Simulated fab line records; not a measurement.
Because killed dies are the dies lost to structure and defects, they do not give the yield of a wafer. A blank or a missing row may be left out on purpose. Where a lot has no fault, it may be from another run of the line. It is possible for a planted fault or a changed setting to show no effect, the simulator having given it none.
What tool caused it? + flow n5 finfet + 11 lots, 33 wafers sampled, at 2 steps of a route of 1938

## WHAT THE GAUGES READ, wafer by wafer
N5_HKMG_FIN_INSPECT_28: inspects for defects (darkfield).
| lot  | measured    | on                | raw defect count |
|------|-------------|-------------------|------------------|
| L075 | day 4 12:20 | defect inspect-02 | 29 21 34         |
| L077 | day 5 02:32 | defect inspect-02 | 35 19 35         |
| L080 | day 5 21:06 | defect inspect-02 | 26 30 24         |
| L082 | day 6 07:33 | defect inspect-02 | 32 30 25         |
| L084 | day 6 18:33 | defect inspect-01 | 47 58 51         |
| L086 | day 7 06:58 | defect inspect-01 | 24 55 53         |
| L088 | day 7 20:58 | defect inspect-02 | 58 47 34         |
| L090 | day 8 10:41 | defect inspect-02 | 57 60 73         |
| L092 | day 8 20:40 | defect inspect-02 | 44 54 53         |
| L094 | day 9 10:31 | defect inspect-01 | 70 70 54         |
| L096 | day 9 21:47 | defect inspect-01 | 63 31 32         |

## TOOL THAT RAN EACH LOT (tool first, then ch and the chambers of the sampled wafers, then the start)
| lot  | N5_HKMG_FIN_ALD_72           |
|------|------------------------------|
| L075 | cvd w-01 ch 0,1, day 4 11:27 |
| L077 | cvd w-02 ch 0,1, day 5 01:40 |
| L080 | cvd w-02 ch 0,1, day 5 20:12 |
| L082 | cvd w-01 ch 0,1, day 6 06:40 |
| L084 | cvd w-01 ch 0, day 6 17:40   |
| L086 | cvd w-02 ch 0,1, day 7 06:04 |
| L088 | cvd w-02 ch 0, day 7 20:02   |
| L090 | cvd w-02 ch 0,1, day 8 09:49 |
| L092 | cvd w-01 ch 0,1, day 8 19:47 |
| L094 | cvd w-02 ch 0, day 9 09:33   |
| L096 | cvd w-01 ch 0,1, day 9 20:53 |
- N5_HKMG_FIN_ALD_72: deposits W, target thk 2 nm, pulse time 1 s, purge time 2 s.

## THE ANSWER, worked out from the rows above alone
Rule: the usual values come from the lots themselves. The widest of any qualifying gaps counts: lots, ordered by their means at a reading, are off when they make up no more than a third of the lots, leave a main group of 4 or more, and stand apart from it by 3 or more times the standard deviation of that group's means. If all means in a main group match to the digits the tables above print for the reading, that group is not used. A lot without any number at a reading at which 4 lots or more have one is off too. Any other lot the step has rows for is counted as sound.
None of the lots is off at any reading shown; this tells nothing.

## WHAT THE SIMULATOR PUT IN
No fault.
